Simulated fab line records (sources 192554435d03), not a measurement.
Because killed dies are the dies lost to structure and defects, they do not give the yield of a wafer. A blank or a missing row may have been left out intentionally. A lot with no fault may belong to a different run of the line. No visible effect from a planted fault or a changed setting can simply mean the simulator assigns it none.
Split-lot experiment ; flow n5-finfet ; route with 1938 steps; 7 lots, 21 wafers read

== ABOUT THE SPLIT ==
At N5_BEOL_M0_SAQP_ETCH_107 (etches SiNx in CH3F/O2, target depth 30 nm), the setting bias-w was moved away from the recipe's 73 W on 10 of the 21 wafers read, by -14.5% to +16.2%. The other wafers ran this setting at the recipe's value.

Reading taken at the split's own step.

== THE READING ==
rf-vpp-V, in V, at N5_BEOL_M0_SAQP_ETCH_107 (etches SiNx in CH3F/O2, target depth 30 nm). On this fab line, fault-free wafers typically give 296 V with a standard deviation of 7.3 V.

wafer;tool, chamber at the split;bias-w as run, W;against the recipe;rf-vpp-V, V;against lot-mates on the recipe
L076.1;rie-diel-04, 2;66.91;-8.3%;274;-24
L076.3;rie-diel-04, 3;73;recipe;305;-
L076.4;rie-diel-04, 1;73;recipe;291;-
L075.1;rie-diel-04, 2;84.45;+15.7%;330;+26
L075.3;rie-diel-04, 3;73;recipe;304;-
L075.5;rie-diel-04, 3;84.45;+15.7%;342;+38
L077.2;rie-diel-05, 0;84.85;+16.2%;341;+28
L077.3;rie-diel-05, 3;73;recipe;313;-
L077.6;rie-diel-05, 3;73;recipe;313;-
L079.4;rie-diel-04, 0;62.42;-14.5%;253;-41
L079.5;rie-diel-04, 1;62.42;-14.5%;257;-37
L079.6;rie-diel-04, 2;73;recipe;294;-
L080.1;rie-diel-05, 3;73;recipe;312;-
L080.3;rie-diel-05, 1;83.37;+14.2%;323;+11
L080.4;rie-diel-05, 0;83.37;+14.2%;337;+25
L082.4;rie-diel-04, 0;73;recipe;287;-
L082.5;rie-diel-04, 1;62.5;-14.4%;258;-29
L082.6;rie-diel-04, 0;62.5;-14.4%;254;-33
L088.2;rie-diel-05, 2;73;recipe;297;-
L088.4;rie-diel-05, 1;73;recipe;291;-
L088.5;rie-diel-05, 1;73;recipe;291;-

FIT RESULTS
A straight line over all 21 wafers: rf-vpp-V changes by +2.65 V for each +1% of bias-w; r = +0.96; the points scatter about the line by 8.4 V.
The same after taking each lot's own level away (the mean of its wafers on the recipe; 21 wafers): +2.05 V for each +1%; r = +0.96; scatter 5.9 V.
Per that fit: largest bias-w move, reading shift of 33 V.
The lots' own levels span 287.0 to 313.0 V, that is 3.6 times the standard deviation above.
In other words, the slope is changed by the lot-to-lot level; the two fits disagree.
Check: for one of the wafers moved furthest among these (+16.2%), held out of the fit, the line's prediction against its lot-mates is +31 V. Against them it came out at +28 V.
Tool readings at the split's step, against how far the setting was moved: rf-vpp-V r = +0.96.

== FURTHER SPLITS ON THESE WAFERS ==
These wafers also went through other splits before the reading. Each is held against what the fit with the lots' levels taken away leaves over:
other split on the same wafers;wafers away from the commonest value;r with rf-vpp-V (lot level and that fit taken away)
N5_STI_FIN_REVEAL_PRECLEAN_17 time-s;7;-0.08
N5_SD_EPI_N_COAT_33 spin-rpm;8;+0.03
N5_SD_EPI_N_PEB_07 peb-time-s;8;+0.08
N5_SDB_EXPOSE_08 dose-mj;5;-0.26
N5_HKMG_FIN_ETCH_54 source-w;6;+0.21
N5_HKMG_FIN_ETCH_58 source-w;8;-0.10
N5_MOL_CONTACT_COAG_ALD_131 ald-cycles;5;+0.17
N5_MOL_CONTACT_COAG_ALD_133 ald-cycles;8;-0.01

== THE FILE'S OWN FIT ==
rf-vpp-V changes by +2.02 V for each +1% of bias-w, r = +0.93.
